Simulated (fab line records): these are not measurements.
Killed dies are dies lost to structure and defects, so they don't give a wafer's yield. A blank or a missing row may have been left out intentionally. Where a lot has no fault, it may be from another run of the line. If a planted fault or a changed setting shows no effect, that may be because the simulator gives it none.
Matching of chambers ; flow n5Finfet ; N5_BEOL_M4_DESCUM_16 on rieDiel-03: 4 sister chambers
The step chemistry O2, time 7 s. 20 wafers are shown with their chamber, then 10 later ones without.

WAFERS, EACH WITH ITS CHAMBER
wafer;chamber;throttleValvePct (%);drypumpMotorCurrentA (A);showerheadPlenumPTorr (Torr)
L074.1;1;19.97;6.4;2.05
L074.2;2;20.84;5.5;2.19
L074.3;3;20.60;5.9;2.00
L076.1;2;20.86;5.5;2.19
L076.2;1;19.98;6.4;2.05
L076.3;3;20.61;6.0;2.00
L076.4;0;20.23;5.0;2.05
L076.5;3;20.61;5.9;2.00
L076.6;2;20.85;5.5;2.19
L083.2;1;20.00;6.4;2.05
L083.5;0;20.24;5.1;2.04
L083.6;1;19.99;6.4;2.05
L084.1;1;20.03;6.4;2.04
L084.4;0;20.25;5.1;2.04
L084.5;2;20.87;5.5;2.18
L085.1;2;20.89;5.5;2.18
L085.4;1;20.03;6.3;2.04
L085.6;2;20.87;5.5;2.18
L090.1;0;20.28;5.1;2.04
L090.2;3;20.64;5.9;1.99

SIGNATURES, as means of the wafers listed above
reading;chamber 0;chamber 1;chamber 2;chamber 3;scatter within a chamber
throttleValvePct;20.2500;20.0000;20.8633;20.6150;0.021
drypumpMotorCurrentA;5.075;6.383;5.500;5.925;0.0382
showerheadPlenumPTorr;2.0425;2.0467;2.1850;1.9975;0.0052
Rule: a wafer's distance from a chamber is the root of the sum, over the readings, of the square of ((its reading less the chamber's mean) divided by the reading's scatter). The wafer belongs to the nearest chamber; if the next one is less than 2 further off, it can't be placed. The scatter: the root of (the sum of the squares of (reading less its chamber's mean) over the shown wafers, divided by (wafers less chambers)).

WAFERS WITHOUT THEIR CHAMBER
wafer;throttleValvePct (%);drypumpMotorCurrentA (A);showerheadPlenumPTorr (Torr)
L090.3;20.01;6.3;2.04
L091.1;20.67;5.9;1.99
L091.4;20.27;5.1;2.03
L091.6;20.90;5.5;2.18
L093.3;20.89;5.5;2.18
L093.4;20.29;5.1;2.03
L093.6;20.90;5.5;2.18
L097.1;20.67;6.0;1.99
L097.4;20.91;5.5;2.17
L097.6;20.90;5.4;2.17

WHICH CHAMBER EACH ONE RAN IN
wafer;from the rows above;in truth
L090.3;1;1
L091.1;3;3
L091.4;0;0
L091.6;2;2
L093.3;2;2
L093.4;0;0
L093.6;2;2
L097.1;3;3
L097.4;2;2
L097.6;2;2
10 of 10 placed correctly. Not placeable from these rows: 0. Wrongly placed: 0.
